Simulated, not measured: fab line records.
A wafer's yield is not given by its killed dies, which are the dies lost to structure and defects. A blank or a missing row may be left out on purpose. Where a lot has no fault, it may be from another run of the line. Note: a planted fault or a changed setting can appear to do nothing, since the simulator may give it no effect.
Matching of chambers -- flow n5-finfet -- 4 sister chambers for N5_BEOL_M10_VIA_ETCH_34 on rie-diel-02
The step etches SiCOH lowk in C4F6/O2, target depth 184.5 nm, time 69.2 s. 18 wafers are shown with their chamber, then 9 later ones without.

## WAFERS PAIRED WITH THEIR CHAMBERS
wafer,chamber,rf-vpp-V (V),showerhead-plenum-p-Torr (Torr),throttle-valve-pct (%)
L077.3,1,686,2.70,20.81
L077.4,2,689,2.88,21.07
L077.6,1,685,2.70,20.83
L080.4,1,685,2.70,20.81
L080.5,2,690,2.88,21.08
L080.6,0,629,2.81,21.29
L082.2,1,685,2.70,20.84
L082.4,2,689,2.88,21.10
L082.5,1,685,2.70,20.84
L085.1,1,685,2.70,20.84
L085.2,2,689,2.87,21.11
L085.3,0,629,2.80,21.30
L087.1,0,629,2.80,21.32
L087.3,3,655,2.77,20.92
L087.5,0,630,2.80,21.30
L088.1,2,689,2.87,21.12
L088.4,1,684,2.69,20.86
L088.5,0,631,2.80,21.32

SIGNATURES, as means of the wafers listed above
reading,chamber 0,chamber 1,chamber 2,chamber 3,scatter within a chamber
rf-vpp-V,629.60,685.00,689.20,655.00,0.655
showerhead-plenum-p-Torr,2.8020,2.6986,2.8760,2.7700,0.00452
throttle-valve-pct,21.3060,20.8329,21.0960,20.9200,0.0177
Rule: for each reading, subtract the chamber's mean from the wafer's reading, divide by that reading's scatter and square the result; add these up over the readings and take the root, which gives the wafer's distance from the chamber. If the next closest chamber is less than 2 further off than the closest, the wafer can't be placed; otherwise it belongs to the closest. The scatter: take each reading less its chamber's mean, square it, sum over the shown wafers, divide by the number of wafers less the number of chambers, and take the root.

## WAFERS WITHOUT THEIR CHAMBER
wafer,rf-vpp-V (V),showerhead-plenum-p-Torr (Torr),throttle-valve-pct (%)
L092.1,654,2.76,20.94
L092.2,689,2.87,21.13
L092.3,685,2.69,20.86
L094.3,688,2.86,21.16
L094.4,688,2.86,21.16
L094.6,654,2.76,20.95
L097.2,684,2.68,20.89
L097.3,632,2.80,20.88
L097.5,687,2.68,20.89

## THE CHAMBER EACH PASSED THROUGH
wafer,from the rows above,in truth
L092.1,3,3
L092.2,2,2
L092.3,1,1
L094.3,2,2
L094.4,2,2
L094.6,3,3
L097.2,1,1
L097.3,0,0
L097.5,1,1
Correctly placed: 9 of 9. Number that these rows cannot place: 0. Wrongly placed: 0.
